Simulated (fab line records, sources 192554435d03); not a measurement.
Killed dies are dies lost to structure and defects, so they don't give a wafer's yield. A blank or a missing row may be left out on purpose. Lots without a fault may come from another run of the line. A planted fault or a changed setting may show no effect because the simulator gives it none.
One fault seen from 3 desks | flow n5_finfet | each desk has only its own numbers; what lay behind them comes last

THE TOOL OWNER'S DESK: rie_diel-04
The tool's own readings at N5_FIN_SAQP_STRIP_55 (strips in N2/H2): means of the sampled wafers that have a number, for each lot that ran on this tool. A lot is out of limits, marked OUT, if its mean lies more than 4 standard deviations from the usual mean; the brackets give that distance.
Columns: A = drypump_motor_current_A at N5_FIN_SAQP_STRIP_55, usual 5.8 A; B = h2_flow_sccm at N5_FIN_SAQP_STRIP_55, usual 300.0 sccm; C = oes_product_au at N5_FIN_SAQP_STRIP_55, usual 0.80 a.u.; D = rf_vpp_V at N5_FIN_SAQP_STRIP_55, usual 121.8 V; E = showerhead_plenum_p_Torr at N5_FIN_SAQP_STRIP_55, usual 3.37 Torr; F = throttle_valve_pct at N5_FIN_SAQP_STRIP_55, usual 19.0 %
lot  | first seen here | A   | B     | C    | D     | E    | F
L948 | day 3 11:32     | 6.3 | 300.5 | 0.82 | 121.9 | 3.28 | 19.0
L949 | day 3 17:27     | 6.0 | 299.4 | 0.75 | 120.1 | 3.27 | 19.3
L950 | day 3 23:29     | 6.3 | 300.7 | 0.74 | 120.9 | 3.30 | 19.3
L953 | day 4 15:47     | 6.0 | 299.3 | 0.75 | 121.7 | 3.26 | 19.3
This desk's finding: nothing out of limits on any of the 4 lots.

THE DEFECT DESK
What the inspections along the route counted, lot by lot: means of the sampled wafers that have a number. A lot is out of limits, marked OUT, if its mean lies more than 4 standard deviations from the usual mean; the brackets give that distance.
Columns: A = raw_defect_count at N5_FIN_SAQP_INSPECT_40, usual 229; B = raw_defect_count at N5_FIN_CUT_INSPECT_10, usual 42; C = raw_defect_count at N5_FIN_CUT_INSPECT_17, usual 233
lot  | first seen here | A              | B             | C
L948 | day 3 15:51     | 170            | 38            | 174
L949 | day 3 21:21     | 235            | 35            | 242
L950 | day 4 03:16     | 773 (+7.9) OUT | 482 (+37) OUT | 781 (+7.8) OUT
L953 | day 4 20:34     | 688 (+6.7) OUT | 477 (+36) OUT | 693 (+6.6) OUT
L960 | day 6 13:50     | 155            | 29            | 163
L962 | day 7 03:16     | 232            | 44            | 242
L965 | day 7 20:11     | 242            | 42            | 247
This desk's finding: out of limits on L950, L953; first on L950, day 4 03:16 (raw_defect_count at N5_FIN_SAQP_INSPECT_40). In limits: L948, L949, L960, L962, L965.

THE METROLOGY DESK
What the gauges read, lot by lot, whatever tool the lot ran on: means of the sampled wafers that have a number. A lot is out of limits, marked OUT, if its mean lies more than 4 standard deviations from the usual mean; the brackets give that distance. Of its 11 readings 7 are shown: those that lie furthest out on some lot.
Columns: A = cd_nm at N5_FIN_SAQP_CD_MEAS_31, usual 8.08 nm; B = DIBL_P at N5_BEOL_M4_RC_MEAS_101, usual 36.4 mV/V; C = IOFF_P at N5_BEOL_M4_RC_MEAS_101, usual 0.21 nA/um; D = ION_P at N5_BEOL_M4_RC_MEAS_101, usual 465 uA/um; E = SS_P at N5_BEOL_M4_RC_MEAS_101, usual 73.2 mV/dec; F = VT_N at N5_BEOL_M4_RC_MEAS_101, usual 249 mV; G = VT_P at N5_BEOL_M4_RC_MEAS_101, usual -250 mV
lot  | first seen here | A    | B    | C    | D   | E    | F   | G
L948 | day 3 15:16     | 7.80 | 34.5 | 0.21 | 471 | 73.1 | 252 | -247
L949 | day 3 20:40     | 8.23 | 36.3 | 0.21 | 466 | 73.3 | 248 | -251
L950 | day 4 02:41     | 7.83 | 35.7 | 0.19 | 466 | 72.3 | 250 | -253
L953 | day 4 19:59     | 8.45 | 38.8 | 0.22 | 459 | 74.3 | 249 | -250
L960 | day 6 13:15     | 8.23 | 35.3 | 0.17 | 460 | 72.3 | 253 | -253
L962 | day 7 02:41     | 8.29 | 36.8 | 0.20 | 462 | 73.3 | 246 | -252
L965 | day 7 19:34     | 8.22 | 36.4 | 0.23 | 468 | 73.1 | 249 | -249
This desk's finding: nothing out of limits on any of the 7 lots.

PUT TOGETHER
The defect desk could have raised an alarm at day 4 03:16, on L950, L953.
The tool owner's desk saw nothing out of limits.
The metrology desk saw nothing out of limits.
The tool owner's desk has L950, L953 on record, within its limits.
The metrology desk has L950, L953 on record, within its limits.
Of the lots named, all ran N5_FIN_SAQP_STRIP_55 on rie_diel-04.

WHAT THE SIMULATOR HAD PUT IN
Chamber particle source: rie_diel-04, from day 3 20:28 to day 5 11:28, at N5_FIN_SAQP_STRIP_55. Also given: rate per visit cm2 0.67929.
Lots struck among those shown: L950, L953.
Hours from the fault's start to each desk's first reading out of limits: the defect desk, 7.
